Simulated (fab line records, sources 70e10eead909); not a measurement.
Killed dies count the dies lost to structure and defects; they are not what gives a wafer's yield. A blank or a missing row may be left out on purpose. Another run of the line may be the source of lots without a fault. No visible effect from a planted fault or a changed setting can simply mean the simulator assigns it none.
fab line records	flow nandHarc
record: lots: 24	wafers: 72	lastDay: 34
route steps=1302 shown P_M0@272 P_M1@300 P_BONDPAD@352
lots that met no fault: from a run of the same line without faults
startH: the number of hours between the record's first day and the start of the first shown wafer of the lot	waitH: hours since the lot's step before	" as in the row above	L1.1+2: several wafers, shown together as one row	- no value, or no start given	* or withheld: withheld	< > ~ a bound
route shown NAME@n: NAME is a module with steps in the file, n the number in the route of the first one	usual: mean/standard deviation taken from wafers without a fault	same: alike in all rows	chamber/n: place in a boat	sites: readings site by site	_std_site: the values' standard deviation	_edge_site: inner sites' mean taken away from outer sites' mean	radiusMm: how far each site lies from the wafer's centre	mask NAME#n: copy n	behind: the most recent tool/chamber to have shaped the wafer	hold: reason for holding the lot/hours on hold/outcome of the hold	device: the n, p or np transistor that did not switch	end of line: tests run on the same wafers once the route is complete	a step without rows: its recipe alone	killed: the dies lost at the first sort to structure and to defects; this is not the yield of the wafer	map: the dies of a wafer, with x for killed, . for not killed, _ for no die there
set.NAME: the setting that was run; set.NAME@STEP: the one run at that earlier step	model.NAME: the simulator's own value behind a step, which no gauge read
one table for each step of the route and one row for each wafer, over a sample of lots
services: the hour from which a tool's chamber was out of use, counted from the record's first day as startH (under 0 if before that day), plus the number of hours and why
== steps ==
step: NHARC_P_M0_DEGAS_28
recipe: tempC: 250	timeS: 60
usual: heaterPowerW: 339/30
lot.wafer	tool	chamber	startH	waitH	heaterPowerW
L074.2	pvdSputter-02	-	131.21	-	350
L074.1	"	-	"	"	375
L074.4	"	-	"	"	317
L075.3	pvdSputter-01	-	137.38	-	321
L075.6	"	-	"	"	361
L075.5	"	-	"	"	322
L076.4	pvdSputter-01	-	147.13	-	323
L076.6	"	-	"	"	327
L076.5	"	-	"	"	262
L077.2	pvdSputter-03	-	152.98	-	337
L077.1	"	-	"	"	333
L077.3	"	-	"	"	341
L078.4	pvdSputter-01	-	163.29	-	324
L078.1	"	-	"	"	384
L078.2	"	-	"	"	356
L079.2	pvdSputter-03	-	187.74	-	361
L079.5	"	-	"	"	346
L079.6	"	-	"	"	361
L080.3	pvdSputter-02	-	200.35	-	368
L080.4	"	-	"	"	362
L080.5	"	-	"	"	374
L081.1	pvdSputter-01	-	206.62	-	275
L081.3	"	-	"	"	379
L081.5	"	-	"	"	275
L082.1	pvdSputter-01	-	209.39	-	268
L082.4	"	-	"	"	326
L082.5	"	-	"	"	274
L084.2	pvdSputter-03	-	221.79	-	356
L084.5	"	-	"	"	365
L084.6	"	-	"	"	323
L083.2	pvdSputter-01	-	222.95	-	266
L083.3	"	-	"	"	354
L083.4	"	-	"	"	323
L085.1	pvdSputter-01	-	239.25	-	311
L085.4	"	-	"	"	362
L085.2	"	-	"	"	353
L086.1	pvdSputter-02	-	246.84	-	309
L086.2	"	-	"	"	362
L086.5	"	-	"	"	358
L087.1	pvdSputter-02	-	248.33	-	362
L087.4	"	-	"	"	316
L087.6	"	-	"	"	366
L088.4	pvdSputter-03	-	272.41	-	352
L088.5	"	-	"	"	319
L088.6	"	-	"	"	352
L089.4	pvdSputter-03	-	277.79	-	363
L089.3	"	-	"	"	317
L089.6	"	-	"	"	371
L090.2	pvdSputter-03	-	289.62	-	348
L090.1	"	-	"	"	349
L090.6	"	-	"	"	325
L091.1	pvdSputter-01	-	290.23	-	346
L091.3	"	-	"	"	291
L091.2	"	-	"	"	361
L092.4	pvdSputter-02	-	302.33	-	359
L092.1	"	-	"	"	311
L092.5	"	-	"	"	336
L093.2	pvdSputter-01	-	319.33	-	315
L093.4	"	-	"	"	286
L093.3	"	-	"	"	362
L094.3	pvdSputter-02	-	323.33	-	331
L094.2	"	-	"	"	364
L094.5	"	-	"	"	338
L095.1	pvdSputter-01	-	341.25	-	283
L095.3	"	-	"	"	331
L095.6	"	-	"	"	361
L096.4	pvdSputter-02	-	342.98	-	358
L096.2	"	-	"	"	317
L096.5	"	-	"	"	365
L097.3	pvdSputter-02	-	350.57	-	366
L097.1	"	-	"	"	363
L097.4	"	-	"	"	308
step: NHARC_P_M1_ETCH_15
recipe: targetDepthA: 1825	timeS: 91.2	c4f8FlowSccm: withheld	arFlowSccm: 400	rfW: 600	biasW: 300	chemistry: C4F8/Ar
usual: oesProductAu: 0.951/0.023	rfVppV: 440.5/1.9
lot.wafer	tool	chamber	startH	waitH	oesProductAu	rfHoursCounterH	rfVppV
L074.4	rieDiel-10	0	-	-	0.954	5	439.3
L074.1	"	1	"	"	0.953	5	439.4
L074.2	"	3	"	"	0.984	5	439.7
L075.3	rieDiel-10	3	-	-	0.965	5	440.0
L075.6	"	3	"	"	0.961	-	439.5
L075.5	"	0	"	"	0.952	-	439.6
L076.4	rieDiel-12	2	-	-	0.909	3	438.9
L076.5	"	3	"	"	0.939	-	441.7
L076.6	"	0	"	"	0.932	-	442.7
L077.1	rieDiel-12	2	-	-	0.972	3	438.5
L077.3	"	3	"	"	0.990	4	441.4
L077.2	"	0	"	"	0.969	3	443.2
L078.1	rieDiel-10	1	-	-	0.920	8	440.8
L078.2	"	2	"	"	0.914	8	445.4
L078.4	"	1	"	"	0.928	-	440.2
L079.2	rieDiel-12	2	-	-	0.962	6	439.3
L079.5	"	1	"	"	0.962	-	440.8
L079.6	"	2	"	"	0.966	-	438.6
L080.3	rieDiel-12	1	-	-	0.966	7	440.1
L080.4	"	3	"	"	0.972	6	441.6
L080.5	"	1	"	"	0.980	-	438.0
L081.1	rieDiel-12	0	-	-	0.936	6	442.1
L081.3	"	1	"	"	0.937	7	441.2
L081.5	"	0	"	"	0.930	-	443.8
L082.4	rieDiel-12	3	-	-	0.943	7	442.3
L082.1	"	2	"	"	0.916	7	438.3
L082.5	"	0	"	"	0.931	-	442.6
L084.2	rieDiel-12	3	-	-	0.948	7	439.8
L084.6	"	0	"	"	0.932	-	442.8
L084.5	"	1	"	"	0.933	-	440.2
L083.3	rieDiel-10	0	-	-	0.913	15	439.7
L083.2	"	2	"	"	0.934	14	445.6
L083.4	"	3	"	"	0.937	11	438.1
L085.2	rieDiel-11	3	242.54	-	0.919	56	438.5
L085.1	"	0	"	"	0.940	55	439.2
L085.4	"	2	"	"	0.911	57	440.5
L086.1	rieDiel-12	2	-	-	0.917	9	438.3
L086.2	"	3	"	"	0.973	8	442.2
L086.5	"	0	"	"	0.931	-	443.9
L087.4	rieDiel-12	0	-	-	0.959	8	442.3
L087.1	"	1	"	"	0.989	9	438.9
L087.6	"	3	"	"	0.992	-	441.9
L088.4	rieDiel-11	1	-	-	0.949	3	437.7
L088.5	"	0	"	"	0.950	-	440.6
L088.6	"	1	"	"	0.943	-	437.5
L089.4	rieDiel-12	2	-	-	0.965	0	438.1
L089.3	"	3	"	"	0.952	0	441.9
L089.6	"	1	"	"	0.991	-	441.0
L090.1	rieDiel-12	0	-	-	0.979	2	444.7
L090.2	"	3	"	"	0.969	2	442.1
L090.6	"	1	"	"	0.988	-	440.3
L091.2	rieDiel-12	1	-	-	0.981	2	441.4
L091.3	"	2	"	"	0.955	2	437.5
L091.1	"	3	"	"	0.984	2	440.5
L092.1	rieDiel-10	0	-	-	0.935	5	438.5
L092.4	"	1	"	"	0.937	5	439.9
L092.5	"	1	"	"	0.931	-	439.3
L093.3	rieDiel-11	0	-	-	0.965	17	440.8
L093.2	"	1	"	"	0.956	22	437.6
L093.4	"	3	"	"	0.962	19	437.9
L094.2	rieDiel-10	0	-	-	0.941	7	439.9
L094.3	"	1	"	"	0.952	7	438.4
L094.5	"	2	"	"	0.967	-	444.3
L095.1	rieDiel-10	3	-	-	0.963	8	438.9
L095.3	"	0	"	"	0.955	8	438.8
L095.6	"	3	"	"	0.958	-	440.1
L096.2	rieDiel-12	2	-	-	0.946	3	439.2
L096.4	"	0	"	"	0.983	4	443.2
L096.5	"	3	"	"	0.984	-	442.7
L097.1	rieDiel-10	0	-	-	0.914	10	440.4
L097.3	"	1	"	"	0.918	9	439.0
L097.4	"	2	"	"	0.921	9	444.2
step: NHARC_P_M1_STRIP_18
recipe: powerW: 1000	n2FlowSccm: 150	h2FlowSccm: 150	arFlowSccm: 0	biasW: 0	chemistry: N2/H2
usual: drypumpMotorCurrentA: 5.8/0.49	oesProductAu: 0.999/0.012	rfVppV: 90.5/0.92	showerheadPlenumPTorr: 2.01/0.066	throttleValvePct: 14.170/0.0089
lot.wafer	tool	chamber	startH	waitH	drypumpMotorCurrentA	oesProductAu	rfHoursCounterH	rfVppV	showerheadPlenumPTorr	throttleValvePct
L074.4	rieDiel-11	0	134.76	0.1	6.4	1.014	13	90.0	2.02	14.183
L074.2	"	1	"	"	5.6	0.999	13	89.9	1.92	14.179
L074.1	"	3	"	"	5.9	0.983	14	90.5	1.97	14.157
L075.3	rieDiel-12	3	141.11	0.1	6.6	1.011	2	90.8	2.07	14.181
L075.5	"	2	"	"	6.2	0.975	-	90.6	1.96	14.172
L075.6	"	3	"	"	6.5	1.022	-	91.2	2.07	14.165
L076.4	rieDiel-10	2	150.70	0.1	5.2	1.009	7	91.1	2.16	14.162
L076.6	"	0	"	"	6.0	1.001	-	91.0	2.00	14.179
L076.5	"	1	"	"	5.1	1.005	-	90.5	1.99	14.149
L077.2	rieDiel-12	3	156.52	0.1	6.5	1.013	4	90.9	2.07	14.167
L077.3	"	0	"	"	5.1	1.009	4	92.1	2.11	14.169
L077.1	"	1	"	"	6.2	1.006	4	91.0	2.02	14.178
L078.2	rieDiel-11	1	166.75	0.1	5.6	1.011	25	90.4	1.92	14.174
L078.4	"	2	"	"	5.3	1.004	26	90.1	1.99	14.174
L078.1	"	3	"	"	5.9	1.002	26	89.8	1.97	14.165
L079.2	rieDiel-11	1	191.29	0.1	5.6	0.999	38	88.8	1.91	14.171
L079.5	"	0	"	"	6.3	1.002	-	90.1	2.01	14.171
L079.6	"	1	"	"	5.6	1.004	-	88.6	1.91	14.163
L080.4	rieDiel-12	2	203.85	0.1	6.2	0.984	7	92.4	1.96	14.179
L080.3	"	3	"	"	6.6	1.027	6	89.8	2.06	14.175
L080.5	"	3	"	"	6.5	1.023	-	91.6	2.07	14.167
L081.3	rieDiel-11	1	210.19	0.1	5.6	0.998	42	92.0	1.91	14.160
L081.1	"	3	"	"	5.9	1.001	40	90.6	1.96	14.175
L081.5	"	1	"	"	5.6	1.007	-	91.1	1.91	14.164
L082.4	rieDiel-12	3	212.93	0.1	6.5	1.017	7	91.1	2.07	14.180
L082.1	"	0	"	"	5.0	1.001	7	91.8	2.11	14.170
L082.5	"	2	"	"	6.2	0.993	-	90.2	1.96	14.171
L084.2	rieDiel-10	2	225.26	0.1	5.3	0.996	14	90.4	2.16	14.170
L084.5	"	0	"	"	6.0	0.983	-	91.1	2.00	14.170
L084.6	"	1	"	"	5.1	0.991	-	89.2	1.99	14.155
L083.2	rieDiel-12	2	226.46	0.1	6.1	0.982	8	90.6	1.96	14.167
L083.3	"	3	"	"	6.5	1.012	7	90.0	2.07	14.168
L083.4	"	1	"	"	6.1	0.993	8	90.7	2.02	14.159
L085.1	rieDiel-12	1	242.75	0.1	6.2	1.008	8	90.8	2.02	14.163
L085.2	"	3	"	"	6.5	1.016	8	91.4	2.06	14.184
L085.4	"	0	"	"	5.1	1.010	8	92.0	2.11	14.168
L086.1	rieDiel-11	2	250.20	0.1	5.3	0.991	59	89.8	1.97	14.175
L086.2	"	1	"	"	5.6	1.003	57	88.9	1.91	14.162
L086.5	"	1	"	"	5.6	1.008	-	88.5	1.91	14.151
L087.4	rieDiel-10	1	251.89	0.1	5.1	0.998	0	90.0	1.99	14.161
L087.1	"	2	"	"	5.3	1.002	0	91.8	2.16	14.166
L087.6	"	2	"	"	5.3	0.995	-	91.3	2.16	14.162
L088.4	rieDiel-10	2	276.00	0.1	5.2	1.003	3	91.1	2.16	14.174
L088.5	"	2	"	"	5.3	0.998	-	89.6	2.16	14.166
L088.6	"	3	"	"	5.9	1.000	-	91.1	1.97	14.137
L089.4	rieDiel-12	2	281.30	0.1	6.2	0.986	0	89.7	1.96	14.172
L089.3	"	1	"	"	6.2	1.016	0	89.9	2.02	14.158
L089.6	"	3	"	"	6.5	1.006	-	91.5	2.06	14.184
L090.2	rieDiel-10	0	293.19	0.1	5.9	0.979	5	90.6	2.00	14.161
L090.1	"	2	"	"	5.3	0.989	4	89.0	2.16	14.174
L090.6	"	0	"	"	6.0	0.979	-	91.3	2.00	14.177
L091.3	rieDiel-10	1	293.83	0.1	5.1	1.005	4	90.9	1.99	14.161
L091.1	"	2	"	"	5.2	0.989	4	93.2	2.16	14.160
L091.2	"	3	"	"	5.9	0.998	5	91.0	1.97	14.168
L092.1	rieDiel-12	0	305.82	0.1	5.1	1.003	3	92.8	2.11	14.174
L092.4	"	1	"	"	6.2	1.011	3	90.3	2.02	14.165
L092.5	"	0	"	"	5.1	1.006	-	91.1	2.11	14.174
L093.3	rieDiel-10	2	322.75	0.1	5.3	0.990	6	92.1	2.16	14.174
L093.4	"	3	"	"	5.9	0.990	7	90.7	1.97	14.175
L093.2	"	0	"	"	6.0	0.968	7	89.9	1.99	14.164
L094.3	rieDiel-11	3	326.84	0.1	5.9	0.989	20	91.0	1.95	14.179
L094.2	"	0	"	"	6.3	0.986	19	89.8	2.00	14.167
L094.5	"	3	"	"	5.8	0.980	-	90.2	1.95	14.159
L095.1	rieDiel-12	0	344.83	0.1	5.1	1.001	4	90.6	2.11	14.161
L095.3	"	2	"	"	6.2	0.982	3	91.6	1.96	14.160
L095.6	"	0	"	"	5.1	1.013	-	91.5	2.11	14.170
L096.4	rieDiel-10	0	346.53	0.1	6.0	0.979	9	90.8	1.99	14.155
L096.2	"	1	"	"	5.1	0.980	9	89.5	1.99	14.164
L096.5	"	0	"	"	6.0	0.977	-	91.3	1.99	14.164
L097.4	rieDiel-11	1	354.08	0.1	5.6	1.010	32	90.4	1.89	14.183
L097.3	"	3	"	"	5.8	0.984	29	90.0	1.94	14.178
L097.1	"	0	"	"	6.3	1.000	28	90.6	1.99	14.176
step: NHARC_P_M1_PRE_CLEAN_30
recipe: timeS: 30	tempC: 280	gas: H2/He
usual: heaterPowerW: 416/32
lot.wafer	tool	chamber	startH	waitH	heaterPowerW
L074.4	pvdSputter-03	-	-	-	402
L074.1	"	-	"	"	420
L074.2	"	-	"	"	417
L075.3	pvdSputter-02	-	-	-	381
L075.5	"	-	"	"	381
L075.6	"	-	"	"	434
L076.4	pvdSputter-03	-	-	-	416
L076.6	"	-	"	"	417
L076.5	"	-	"	"	397
L077.1	pvdSputter-01	-	-	-	449
L077.2	"	-	"	"	388
L077.3	"	-	"	"	339
L078.2	pvdSputter-03	-	-	-	404
L078.1	"	-	"	"	421
L078.4	"	-	"	"	405
L079.2	pvdSputter-03	-	-	-	423
L079.6	"	-	"	"	447
L079.5	"	-	"	"	380
L080.4	pvdSputter-01	-	-	-	399
L080.3	"	-	"	"	439
L080.5	"	-	"	"	330
L081.1	pvdSputter-03	-	-	-	442
L081.3	"	-	"	"	418
L081.5	"	-	"	"	440
L082.4	pvdSputter-03	-	-	-	428
L082.1	"	-	"	"	396
L082.5	"	-	"	"	418
L084.2	pvdSputter-01	-	-	-	448
L084.5	"	-	"	"	453
L084.6	"	-	"	"	439
L083.4	pvdSputter-02	-	-	-	438
L083.3	"	-	"	"	463
L083.2	"	-	"	"	447
L085.4	pvdSputter-01	-	-	-	427
L085.1	"	-	"	"	392
L085.2	"	-	"	"	348
L086.2	pvdSputter-01	-	-	-	439
L086.1	"	-	"	"	397
L086.5	"	-	"	"	353
L087.1	pvdSputter-02	-	-	-	445
L087.4	"	-	"	"	445
L087.6	"	-	"	"	464
L088.4	pvdSputter-02	-	-	-	437
L088.5	"	-	"	"	469
L088.6	"	-	"	"	442
L089.3	pvdSputter-03	-	-	-	426
L089.4	"	-	"	"	439
L089.6	"	-	"	"	420
L090.1	pvdSputter-03	-	-	-	423
L090.2	"	-	"	"	436
L090.6	"	-	"	"	410
L091.3	pvdSputter-01	-	-	-	437
L091.2	"	-	"	"	393
L091.1	"	-	"	"	361
L092.4	pvdSputter-01	-	-	-	357
L092.1	"	-	"	"	436
L092.5	"	-	"	"	450
L093.4	pvdSputter-01	-	-	-	385
L093.2	"	-	"	"	359
L093.3	"	-	"	"	437
L094.3	pvdSputter-01	-	-	-	458
L094.2	"	-	"	"	431
L094.5	"	-	"	"	430
L095.1	pvdSputter-01	-	-	-	424
L095.3	"	-	"	"	349
L095.6	"	-	"	"	426
L096.2	pvdSputter-03	-	-	-	440
L096.4	"	-	"	"	446
L096.5	"	-	"	"	419
L097.1	pvdSputter-02	-	-	-	379
L097.4	"	-	"	"	409
L097.3	"	-	"	"	442
step: NHARC_P_M1_ANNEAL_31
recipe: tempC: 225	timeS: 90
usual: wafer_temp_C_max: 225.99/0.29
lot.wafer	tool	chamber	startH	waitH	wafer_temp_C_max
L074.1	rtpAnneal-01	0	136.14	-	226.15
L074.2	"	0	"	"	226.37
L074.4	"	0	"	"	225.94
L075.3	rtpAnneal-02	0	142.56	0.3	225.66
L075.5	"	0	"	"	225.42
L075.6	"	0	"	"	225.59
L076.4	rtpAnneal-01	0	152.18	-	226.44
L076.5	"	0	"	"	226.19
L076.6	"	0	"	"	226.18
L077.1	rtpAnneal-01	0	157.88	0.3	226.07
L077.2	"	0	"	"	225.75
L077.3	"	0	"	"	226.42
L078.1	rtpAnneal-02	0	168.18	0.3	226.01
L078.2	"	0	"	"	225.74
L078.4	"	0	"	"	225.98
L079.2	rtpAnneal-01	0	192.89	0.5	225.73
L079.5	"	0	"	"	225.62
L079.6	"	0	"	"	225.40
L080.3	rtpAnneal-01	0	205.33	0.3	226.12
L080.4	"	0	"	"	225.80
L080.5	"	0	"	"	225.82
L081.1	rtpAnneal-01	0	211.54	-	226.18
L081.3	"	0	"	"	226.26
L081.5	"	0	"	"	226.29
L082.1	rtpAnneal-02	0	214.29	0.3	225.55
L082.4	"	0	"	"	225.92
L082.5	"	0	"	"	225.37
L084.2	rtpAnneal-01	0	226.65	-	226.05
L084.5	"	0	"	"	226.52
L084.6	"	0	"	"	225.91
L083.2	rtpAnneal-02	0	227.89	0.3	225.99
L083.3	"	0	"	"	225.81
L083.4	"	0	"	"	225.79
L085.1	rtpAnneal-01	0	244.15	-	226.11
L085.2	"	0	"	"	226.17
L085.4	"	0	"	"	226.14
L086.1	rtpAnneal-01	0	251.65	0.3	225.85
L086.2	"	0	"	"	226.26
L086.5	"	0	"	"	226.04
L087.1	rtpAnneal-02	0	253.28	0.3	226.34
L087.4	"	0	"	"	225.63
L087.6	"	0	"	"	225.99
L088.4	rtpAnneal-02	0	277.58	0.3	225.63
L088.5	"	0	"	"	225.67
L088.6	"	0	"	"	225.57
L089.3	rtpAnneal-02	0	282.80	-	225.94
L089.4	"	0	"	"	225.92
L089.6	"	0	"	"	225.84
L090.1	rtpAnneal-02	0	294.56	0.3	225.64
L090.2	"	0	"	"	225.81
L090.6	"	0	"	"	225.87
L091.1	rtpAnneal-01	0	295.18	0.3	226.44
L091.2	"	0	"	"	226.11
L091.3	"	0	"	"	226.48
L092.1	rtpAnneal-01	0	307.29	0.4	226.28
L092.4	"	0	"	"	226.15
L092.5	"	0	"	"	226.02
L093.2	rtpAnneal-02	0	324.18	-	225.79
L093.3	"	0	"	"	226.10
L093.4	"	0	"	"	226.06
L094.2	rtpAnneal-01	0	328.27	-	226.45
L094.3	"	0	"	"	226.42
L094.5	"	0	"	"	226.08
L095.1	rtpAnneal-01	0	346.18	-	225.96
L095.3	"	0	"	"	226.37
L095.6	"	0	"	"	226.04
L096.2	rtpAnneal-01	0	347.96	0.3	225.65
L096.4	"	0	"	"	225.80
L096.5	"	0	"	"	225.92
L097.1	rtpAnneal-01	0	355.48	0.3	226.11
L097.3	"	0	"	"	226.19
L097.4	"	0	"	"	226.43
step: NHARC_P_BONDPAD_CMP_32
recipe: targetThkNm: 200	material: SiCN
usual: motorCurrentA: 11.9/1.2
lot.wafer	tool	chamber	startH	waitH	motorCurrentA
L074.1	cmp-02	1	142.68	0.4	10.4
L074.2	"	2	"	"	11.3
L074.4	"	3	"	"	10.6
L075.3	cmp-02	1	148.24	-	10.1
L075.6	"	1	"	"	10.5
L075.5	"	2	"	"	11.1
L076.4	cmp-04	3	158.02	-	11.8
L076.5	"	1	"	"	13.5
L076.6	"	2	"	"	13.5
L077.1	cmp-02	2	163.87	-	11.2
L077.2	"	3	"	"	10.6
L077.3	"	0	"	"	13.3
L078.1	cmp-01	0	174.06	-	12.0
L078.4	"	1	"	"	10.6
L078.2	"	2	"	"	10.6
L079.2	cmp-04	3	199.14	-	12.5
L079.5	"	0	"	"	12.2
L079.6	"	1	"	"	13.1
L080.4	cmp-01	3	211.07	-	12.6
L080.3	"	0	"	"	12.1
L080.5	"	0	"	"	12.0
L081.3	cmp-01	1	217.38	-	10.5
L081.1	"	2	"	"	10.9
L081.5	"	0	"	"	11.3
L082.4	cmp-01	2	220.27	-	11.1
L082.1	"	3	"	"	13.1
L082.5	"	1	"	"	10.6
L084.2	cmp-02	0	232.48	-	12.0
L084.5	"	1	"	"	10.2
L084.6	"	2	"	"	11.3
L083.3	cmp-04	3	234.12	-	11.7
L083.4	"	0	"	"	12.2
L083.2	"	1	"	"	12.8
L085.4	cmp-04	2	250.59	-	14.3
L085.2	"	3	"	"	11.8
L085.1	"	0	"	"	12.2
L086.1	cmp-02	0	257.65	-	12.4
L086.2	"	1	"	"	9.5
L086.5	"	2	"	"	11.9
L087.1	cmp-04	3	259.41	-	11.7
L087.4	"	0	"	"	12.4
L087.6	"	3	"	"	11.2
L088.4	cmp-04	1	283.22	-	12.9
L088.6	"	1	"	"	12.8
L088.5	"	2	"	"	13.6
L089.4	cmp-04	0	288.59	-	12.5
L089.3	"	2	"	"	13.6
L089.6	"	0	"	"	11.5
L090.1	cmp-01	3	300.57	-	11.9
L090.2	"	0	"	"	11.5
L090.6	"	2	"	"	11.3
L091.3	cmp-04	2	301.04	-	14.7
L091.2	"	3	"	"	11.5
L091.1	"	0	"	"	11.2
L092.1	cmp-01	0	313.10	-	11.7
L092.4	"	3	"	"	12.1
L092.5	"	0	"	"	12.0
L093.3	cmp-04	3	329.95	-	12.5
L093.4	"	0	"	"	12.6
L093.2	"	1	"	"	13.7
L094.2	cmp-01	1	334.19	-	10.2
L094.3	"	2	"	"	10.5
L094.5	"	2	"	"	10.9
L095.1	cmp-02	1	352.13	-	10.2
L095.3	"	3	"	"	11.4
L095.6	"	1	"	"	9.8
L096.2	cmp-04	3	353.77	-	11.3
L096.4	"	0	"	"	11.8
L096.5	"	2	"	"	13.5
L097.1	cmp-02	0	361.46	-	12.1
L097.4	"	1	"	"	10.3
L097.3	"	2	"	"	11.2
== services ==
tool	chamber	startH	hours	kind
cmp-04	-	114.00	4.0	pm
rieDiel-12	0	116.86	7.5	repair
pvdSputter-01	-	161.79	0.6	repair
rieDiel-10	3	162.04	31.1	repair
rieDiel-12	3	165.12	2.9	repair
pvdSputter-03	-	170.00	10.0	pm
pvdSputter-02	-	179.55	2.0	repair
rieDiel-11	3	189.91	5.3	repair
pvdSputter-03	-	190.66	1.0	repair
cmp-04	-	212.00	4.0	pm
cmp-04	-	231.96	0.3	repair
cmp-04	-	234.49	2.3	repair
rieDiel-10	-	242.50	9.0	pm
rieDiel-11	3	247.73	3.7	repair
rieDiel-11	0	252.34	2.6	repair
rieDiel-12	2	254.69	1.7	repair
rieDiel-11	-	255.53	9.0	pm
rieDiel-12	-	268.40	9.0	pm
pvdSputter-02	-	282.20	10.0	pm
cmp-04	-	310.00	4.0	pm
rieDiel-12	2	318.46	9.1	repair
cmp-04	-	321.17	2.2	repair
pvdSputter-02	-	327.85	0.9	repair
pvdSputter-03	-	348.00	10.0	pm
== key ==
fault none
